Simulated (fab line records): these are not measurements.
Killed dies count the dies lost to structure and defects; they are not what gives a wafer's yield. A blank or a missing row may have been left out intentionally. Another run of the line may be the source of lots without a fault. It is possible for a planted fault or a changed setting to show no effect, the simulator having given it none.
Shared-tool check    flow nand_harc    Sample size 3 lots and 9 wafers

## WHAT PROMPTED THE OPENING
On 3 of the 3 lots, a flag is raised at NHARC_END_SORT_01 on the reading killed_at_array. Wafers without a fault read 29, standard deviation 11.
Rule: a lot is flagged when every wafer of it that has a number lies more than 4 standard deviations from that mean, or none has a number. As for the other lots, they are considered sound.

lot   measured      on         killed_at_array, wafer by wafer  flag
L884  day 26 11:43  prober-01  674 676 676                      FLAGGED
L888  day 26 15:18  prober-02  670 666 667                      FLAGGED
L886  day 26 23:06  prober-02  675 677 675                      FLAGGED
The mean of the flagged lots' numbers is 673, +644 from the usual (+59 standard deviations).

## WHICH TOOL RAN EACH LOT
The record holds 4 process steps before the reading, out of a route of 1159 steps. Cell contents, in order: the tool; ch with the chambers the sampled wafers went through; the start.
lot   flag     NHARC_A_STAIRCASE_ETCH_170                     NHARC_A_STAIRCASE_TRIM_18           NHARC_A_STAIRCASE_TRIM_20           NHARC_A_STAIRCASE_ETCH_25
L884  FLAGGED  rie_diel-04 ch 0,2, day 14 07:27 or earlier    rie_diel-11 ch 1,2,3, day 14 07:27  rie_diel-11 ch 0,1,3, day 14 07:49  rie_diel-11 ch 0,1, day 26 11:43 or earlier
L888  FLAGGED  rie_diel-11 ch 0,2, day 14 12:10 or earlier    rie_diel-05 ch 0,1,3, day 14 12:10  rie_diel-05 ch 0,1, day 14 12:40    rie_diel-05 ch 0,1,3, day 26 15:18 or earlier
L886  FLAGGED  rie_diel-11 ch 1,2,3, day 14 10:46 or earlier  rie_diel-11 ch 0,2, day 14 10:46    rie_diel-04 ch 2,3, day 14 11:34    rie_diel-04 ch 0,1, day 26 23:06 or earlier
What is done by these steps:
- NHARC_A_STAIRCASE_ETCH_170: etches the open film in C4F6/O2, target depth 200 nm, time 66.667 s.
- NHARC_A_STAIRCASE_TRIM_18: chemistry O2, time 211.2 s.
- NHARC_A_STAIRCASE_TRIM_20: chemistry O2, time 211.2 s.
- NHARC_A_STAIRCASE_ETCH_25: etches the open film in C4F8/O2, target depth 100 nm, time 40.5 s.
- NHARC_END_SORT_01

## FLAGGED OVER TOTAL, TOOL BY TOOL (the gauges that took the reading come last)
step                        tool         lots run  flagged  share of the flagged lots  sound lots run after its first flagged lot
NHARC_A_STAIRCASE_ETCH_170  rie_diel-04  1         1        some                       0
NHARC_A_STAIRCASE_ETCH_170  rie_diel-11  2         2        some                       0
NHARC_A_STAIRCASE_TRIM_18   rie_diel-05  1         1        some                       0
NHARC_A_STAIRCASE_TRIM_18   rie_diel-11  2         2        some                       0
NHARC_A_STAIRCASE_TRIM_20   rie_diel-04  1         1        some                       0
NHARC_A_STAIRCASE_TRIM_20   rie_diel-05  1         1        some                       0
NHARC_A_STAIRCASE_TRIM_20   rie_diel-11  1         1        some                       0
NHARC_A_STAIRCASE_ETCH_25   rie_diel-04  1         1        some                       0
NHARC_A_STAIRCASE_ETCH_25   rie_diel-05  1         1        some                       0
NHARC_A_STAIRCASE_ETCH_25   rie_diel-11  1         1        some                       0
NHARC_END_SORT_01           prober-01    1         1        some                       0
NHARC_END_SORT_01           prober-02    2         2        some                       0
NHARC_A_STAIRCASE_ETCH_170: start missing for some lots; hours and lot order therefore follow NHARC_A_STAIRCASE_TRIM_18. NHARC_A_STAIRCASE_ETCH_25: start missing for some lots; hours and lot order therefore follow NHARC_END_SORT_01.

## WHAT IS ALLOWED BY THE TABLE
No row of the table ran every flagged lot.

## WHAT HAD BEEN PUT IN BY THE SIMULATOR
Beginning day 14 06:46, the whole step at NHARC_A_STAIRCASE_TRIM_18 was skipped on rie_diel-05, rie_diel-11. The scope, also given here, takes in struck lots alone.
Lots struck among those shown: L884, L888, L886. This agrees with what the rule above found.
